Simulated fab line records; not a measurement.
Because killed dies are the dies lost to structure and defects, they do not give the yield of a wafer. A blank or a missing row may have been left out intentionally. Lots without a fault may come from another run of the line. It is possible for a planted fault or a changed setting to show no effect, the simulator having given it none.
Split-lot trial ; flow n5-finfet ; route with 1938 steps; 7 lots, 21 wafers read

## THE SPLIT
At N5_SD_EPI_N_ETCH_16 (etches SiO2 in CHF3/O2, target depth 5 nm), the setting target-depth-a was moved away from the recipe's 50 angstrom on 9 of the 21 wafers read, by -11.2% to +11.9%. The other wafers ran this setting at the recipe's value.

The split's own step is where the reading is taken.

## THE READING
etch.depth-nm (the simulator's own value, which no gauge read), in nm, at N5_SD_EPI_N_ETCH_16 (etches SiO2 in CHF3/O2, target depth 5 nm). No usual value for it is given in the file. The 12 wafers here that ran the recipe average 5.081 nm, standard deviation 0.058 nm.

wafer;tool, chamber at the split;target-depth-a as run, angstrom;against the recipe;etch.depth-nm, nm;against lot-mates on the recipe
L085.2;rie-diel-05, 0;51.82;+3.6%;5.176;+0.058
L085.4;rie-diel-05, 3;51.82;+3.6%;5.023;-0.095
L085.6;rie-diel-05, 2;50;recipe;5.118;-
L090.2;rie-diel-03, 2;50;recipe;5.139;-
L090.3;rie-diel-03, 0;47.03;-5.9%;4.783;-0.356
L090.5;rie-diel-03, 0;47.03;-5.9%;4.751;-0.388
L091.1;rie-diel-05, 2;50;recipe;5.124;-
L091.3;rie-diel-05, 1;44.72;-10.6%;4.545;-0.579
L091.6;rie-diel-05, 1;44.72;-10.6%;4.587;-0.537
L092.1;rie-diel-05, 2;55.93;+11.9%;5.666;+0.598
L092.5;rie-diel-05, 0;50;recipe;5.026;-
L092.6;rie-diel-05, 1;50;recipe;5.11;-
L094.2;rie-diel-05, 0;44.38;-11.2%;4.392;-0.607
L094.3;rie-diel-05, 2;50;recipe;4.999;-
L094.5;rie-diel-05, 2;44.38;-11.2%;4.439;-0.560
L095.1;rie-diel-05, 1;50;recipe;5.115;-
L095.2;rie-diel-05, 2;50;recipe;5.059;-
L095.5;rie-diel-05, 2;50;recipe;5.08;-
L096.2;rie-diel-05, 0;50;recipe;4.956;-
L096.5;rie-diel-05, 2;50;recipe;5.092;-
L096.6;rie-diel-05, 1;50;recipe;5.155;-

FIT RESULTS
A straight line over all 21 wafers: etch.depth-nm changes by +0.05 nm for each +1% of target-depth-a; r = +0.97; the points scatter about the line by 0.078 nm.
The same after taking each lot's own level away (the mean of its wafers on the recipe; 21 wafers): +0.0492 nm for each +1%; r = +0.97; scatter 0.077 nm.
That fit puts the effect of the largest move of target-depth-a on the reading at 0.58 nm.
The lots' own levels span 4.9990 to 5.1390 nm, that is 2.4 times the standard deviation above.
The two slopes are in agreement: the lot-to-lot level therefore moves the slope only a little.
Check: for one of the wafers moved furthest among these (+11.9%), held out of the fit, the line's prediction against its lot-mates is +0.528 nm. Against them it came out at +0.598 nm.

## FURTHER SPLITS ON THESE WAFERS
Before the reading, these wafers also passed through other splits. Each is held against what the fit with the lots' levels taken away leaves over:
other split on the same wafers;wafers away from the commonest value;r with etch.depth-nm (lot level and that fit taken away)
N5_ZERO_LAYER_COAT_05 spin-rpm;4;+0.13
N5_ZERO_LAYER_ETCH_18 icp-w;3;+0.08
N5_PMOS_HMC_CHANNEL_EPI_EXPOSE_06 dose-mj;6;-0.24
N5_PMOS_HMC_CHANNEL_EPI_DESCUM_14 time-s;3;+0.68
N5_FIN_CUT_COAT_29 spin-rpm;6;-0.51
N5_FIN_CUT_EXPOSE_05 dose-mj;3;-0.45
N5_DUMMY_GATE_EXPOSE_12 dose-mj;10;-0.30
N5_DUMMY_GATE_ETCH_37 source-w;5;-0.13
N5_SD_EPI_N_ETCH_45 target-depth-a;8;+0.01

## THE FILE'S OWN FIT
etch.depth-nm changes by +0.0508 nm for each +1% of target-depth-a, r = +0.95.
